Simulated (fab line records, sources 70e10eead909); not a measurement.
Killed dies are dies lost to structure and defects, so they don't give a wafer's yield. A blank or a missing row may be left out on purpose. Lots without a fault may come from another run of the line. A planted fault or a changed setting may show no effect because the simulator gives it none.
Chamber matching | flow nand_harc | NHARC_P_M1_DESCUM_14 on rie_diel-11: 4 sister chambers
The step chemistry O2, time 3 s. 4 wafers are shown with their chamber, then 12 later ones without.

WAFERS WITH THEIR CHAMBER
wafer  | chamber | showerhead_plenum_p_Torr (Torr)
L089.3 | 3       | 1.87
L088.1 | 0       | 2.04
L088.2 | 1       | 1.96
L088.3 | 2       | 1.80

WAFERS WITHOUT THEIR CHAMBER
wafer  | showerhead_plenum_p_Torr (Torr)
L093.1 | 1.80
L093.3 | 2.04
L093.6 | 1.87
L096.1 | 2.04
L096.2 | 1.87
L096.3 | 1.96
L096.4 | 1.80
L096.5 | 1.96
L096.6 | 1.80
L097.1 | 1.96
L097.5 | 2.04
L097.6 | 1.86

WHICH CHAMBER EACH WENT THROUGH
wafer  | from the rows above | in truth
L093.1 | 2                   | 2
L093.3 | 0                   | 0
L093.6 | 3                   | 3
L096.1 | 0                   | 0
L096.2 | 3                   | 3
L096.3 | 1                   | 1
L096.4 | 2                   | 2
L096.5 | 1                   | 1
L096.6 | 2                   | 2
L097.1 | 1                   | 1
L097.5 | 0                   | 0
L097.6 | 3                   | 3
Placed correctly: 12 of 12. Can't be placed from these rows: 0. Placed wrongly: 0.
How it was worked out, from the rows above alone: a wafer's distance from a chamber is the root of the sum, over the readings, of the square of ((its reading less the chamber's mean) divided by the reading's scatter). The wafer belongs to the nearest chamber; if the next one is less than 2 further off, it can't be placed. A chamber's mean is the mean of its shown wafers. The scatter: with one shown wafer a chamber, the root of the mean of the squares of how far each hidden wafer lies from its nearest shown one.
